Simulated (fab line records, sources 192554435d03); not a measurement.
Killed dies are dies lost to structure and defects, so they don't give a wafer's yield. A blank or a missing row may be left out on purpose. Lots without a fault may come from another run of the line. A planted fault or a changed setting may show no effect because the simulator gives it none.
fab line records | flow n5_finfet
record lots=7 wafers=39
route steps=1938 shown MIM_TOP_LITHO@1845 PASSIVATION@1929
start_h: hours from the record's first day to the start of the lot's first wafer shown | wait_h: hours since the lot's step before | " the same as in the row above | L1.1+2: a row that stands for several wafers | - no value, or no start given | * or withheld: withheld | < > ~ a bound
route shown NAME@n: a module of which the file shows steps, and the number in the route of the first | usual: mean/standard deviation of fault-free wafers | same: alike in all rows | chamber/n: place in a boat | sites: the reading at each site | _std_site: their standard deviation | _edge_site: outer sites' mean less inner sites' | radius_mm: how far each site lies from the wafer's centre | mask NAME#n: copy n | behind: the tool/chamber that last shaped the wafer | hold: why the lot was held/for how many hours/how that ended | device: the transistor (n, p or np) that didn't switch | end of line: the same wafers' tests at the end of the route | a step without rows: its recipe alone | killed: dies lost to structure and defects at the first sort, not the wafer's yield | map: a wafer's dies, x killed, . not, _ none there
set.NAME: the setting as run; set.NAME@STEP: as run at that earlier step | model.NAME: the simulator's own value behind a step, which no gauge read
lots whose settings were changed on purpose; a table a step, a row a wafer
## steps
# step N5_MIM_TOP_LITHO_DEVELOP_07
# recipe develop_time_s=60 rinse_liquid=diw dry=air_spin dev_temp_c=21
# columns lot.wafer tool chamber start_h wait_h set.develop_time_s
L075.1+4+6 litho_track-04 0 - - 60
L075.2+3+5 " 0 " " 76.23
L079.1+2+3 litho_track-03 0 - - 26.84
L079.4+5+6 " 0 " " 60
L080.1+2+3+4+5+6 litho_track-04 0 - - 60
L085.1+2+4 litho_track-04 0 - - 60
L089.1+3+5 litho_track-03 0 - - 60
L089.2+4+6 " 0 " " 45.59
L090.1+2+3+4+5+6 litho_track-03 0 - - 60
L097.1+2+5 litho_track-03 0 - - 45.22
L097.3+4+6 " 0 " " 60
# step N5_MIM_TOP_LITHO_HARDBAKE_09
# recipe temp_c=130 time_s=120
# step N5_MIM_TOP_LITHO_CD_MEAS_08
# recipe target_cd_nm=2000 landing_energy_ev=500 detector=se_inlens
# usual cd_nm=2000.6/1.7
# columns lot.wafer tool chamber start_h wait_h set.develop_time_s@MIM_TOP_LITHO_DEVELOP_07 cd_nm
L075.1 cd_sem-01 0 267.98 - 60 2001.4
L075.2 " 0 " " 76.23 1996.3
L075.3 " 0 " " 76.23 1995.3
L075.4 " 0 " " 60 2000.3
L075.5 " 0 " " 76.23 1996.7
L075.6 " 0 " " 60 1999.3
L079.1 cd_sem-01 0 297.37 - 26.84 2017.5
L079.2 " 0 " " 26.84 2017.7
L079.3 " 0 " " 26.84 2016.6
L079.4 " 0 " " 60 2003.6
L079.5 " 0 " " 60 2001.8
L079.6 " 0 " " 60 1999.3
L080.1 cd_sem-03 0 318.19 - 60 2002.7
L080.2 " 0 " " 60 2001.6
L080.3 " 0 " " 60 2001.8
L080.4 " 0 " " 60 2002.8
L080.5 " 0 " " 60 2003.1
L080.6 " 0 " " 60 2000.6
L085.1 cd_sem-02 0 330.98 - 60 2002.0
L085.2 " 0 " " 60 2002.7
L085.4 " 0 " " 60 2003.0
L089.1 cd_sem-02 0 353.65 - 60 1999.3
L089.2 " 0 " " 45.59 2001.8
L089.3 " 0 " " 60 2001.8
L089.4 " 0 " " 45.59 2002.4
L089.5 " 0 " " 60 1997.7
L089.6 " 0 " " 45.59 2005.1
L090.1 cd_sem-03 0 358.90 - 60 1997.7
L090.2 " 0 " " 60 1997.8
L090.3 " 0 " " 60 1999.6
L090.4 " 0 " " 60 1998.9
L090.5 " 0 " " 60 2001.9
L090.6 " 0 " " 60 1998.6
L097.1 cd_sem-01 0 423.13 - 45.22 2006.4
L097.2 " 0 " " 45.22 2003.8
L097.3 " 0 " " 60 2003.1
L097.4 " 0 " " 60 1997.8
L097.5 " 0 " " 45.22 2007.1
L097.6 " 0 " " 60 2002.4
# step N5_MIM_TOP_LITHO_DESCUM_10
# recipe chemistry=O2 time_s=7.9 source_power_w=50 bias_power_w=20 pressure_mtorr=20 rf_frequency_hz=2.712e+07 temp_c=40 o2_flow_sccm=225
# columns lot.wafer tool chamber start_h wait_h set.develop_time_s@MIM_TOP_LITHO_DEVELOP_07 model.MIM_TOP_LITHO.cd_nm
L075.1 rie_diel-04 3 268.07 0.0 60 2002
L075.2 " 0 " " 76.23 1996
L075.3 " 1 " " 76.23 1995
L075.4 " 2 " " 60 2000
L075.5 " 2 " " 76.23 1997
L075.6 " 3 " " 60 1999
L079.1+2 rie_diel-04 3,1 297.46 0.0 26.84 2018
L079.3 " 0 " " 26.84 2017
L079.4 " 2 " " 60 2003
L079.5 " 1 " " 60 2001
L079.6 " 2 " " 60 1999
L080.1+4+5 rie_diel-02 3,0,3 318.30 0.1 60 2003
L080.2 " 2 " " 60 -
L080.3 " 1 " " 60 2001
L080.6 " 0 " " 60 2000
L085.1 rie_diel-02 0 331.07 0.0 60 2002
L085.2+4 " 1,2 " " 60 2003
L089.1 rie_diel-02 3 353.74 0.0 60 1999
L089.2+4 " 2,1 " " 45.59 2002
L089.3 " 0 " " 60 2002
L089.5 " 0 " " 60 -
L089.6 " 1 " " 45.59 2005
L090.1 rie_diel-03 1 358.99 0.0 60 1997
L090.2 " 0 " " 60 1998
L090.3+4+6 " 2,3,0 " " 60 1999
L090.5 " 3 " " 60 2001
L097.1 rie_diel-03 0 423.58 0.4 45.22 2006
L097.2 " 1 " " 45.22 2004
L097.3 " 2 " " 60 2003
L097.4 " 3 " " 60 1998
L097.5 " 1 " " 45.22 2007
L097.6 " 2 " " 60 2002
# step N5_PASSIVATION_PASS_ETCH_47
# recipe chemistry=CF4/O2 target=SiNx target_depth_a=7700 time_s=385 ion_energy_ev=100 pressure_mtorr=40 source_w=535 bias_w=49 Ar_flow_sccm=100 cf4_flow_sccm=100 O2_flow_sccm=10
# columns lot.wafer tool chamber start_h wait_h set.time_s model.etch.depth_nm
L075.1 rie_diel-04 2 275.79 0.0 163.4 334
L075.2 " 3 " " 163.4 316.9
L075.3 " 1 " " 163.4 327
L075.4 " 0 " " 385 781.8
L075.5 " 2 " " 385 783
L075.6 " 1 " " 385 762.9
L079.1 rie_diel-03 1 304.56 0.0 612.5 1204
L079.2 " 0 " " 385 778.8
L079.3 " 3 " " 612.5 1208
L079.4 " 2 " " 612.5 1210
L079.5 " 0 " " 385 788.4
L079.6 " 1 " " 385 755.8
L080.1 rie_diel-02 1 324.11 0.0 215 430.5
L080.2 " 2 " " 385 779.4
L080.3 " 3 " " 385 779.9
L080.4 " 1 " " 385 771.2
L080.5 " 3 " " 215 432.5
L080.6 " 2 " " 215 434.2
L085.1 rie_diel-03 2 337.40 0.0 385 760.1
L085.2 " 0 " " 385 775.1
L085.4 " 3 " " 385 751.6
L089.1 rie_diel-04 1 359.67 0.0 385 795.1
L089.2 " 0 " " 178.8 363.8
L089.3 " 2 " " 178.8 367.2
L089.4 " 3 " " 385 755.1
L089.5 " 1 " " 178.8 367.8
L089.6 " 0 " " 385 781.1
L090.1 rie_diel-03 0 365.39 0.0 385 781.7
L090.2 " 3 " " 385 754
L090.3 " 1 " " 385 759.8
L090.4 " 2 " " 385 766.6
L090.5 " 0 " " 385 785.4
L090.6 " 3 " " 385 763
L097.1 rie_diel-03 2 431.15 0.0 385 753.9
L097.2 " 0 " " 385 775.5
L097.3 " 1 " " 304.7 598.8
L097.4 " 1 " " 304.7 594.8
L097.5 " 0 " " 304.7 613.1
L097.6 " 2 " " 385 749.9
## key
split step=N5_MIM_TOP_LITHO_DEVELOP_07 setting=develop_time_s stated=60 by=wafer
response step=N5_MIM_TOP_LITHO_CD_MEAS_08 reading=cd_nm change=-0.237 per=1% r=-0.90
response step=N5_MIM_TOP_LITHO_DESCUM_10 reading=model.MIM_TOP_LITHO.cd_nm change=-0.241 per=1% r=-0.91
split step=N5_PASSIVATION_PASS_ETCH_47 setting=time_s stated=385 by=wafer
response step=N5_PASSIVATION_PASS_ETCH_47 reading=model.etch.depth_nm change=+7.63 per=1% r=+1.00
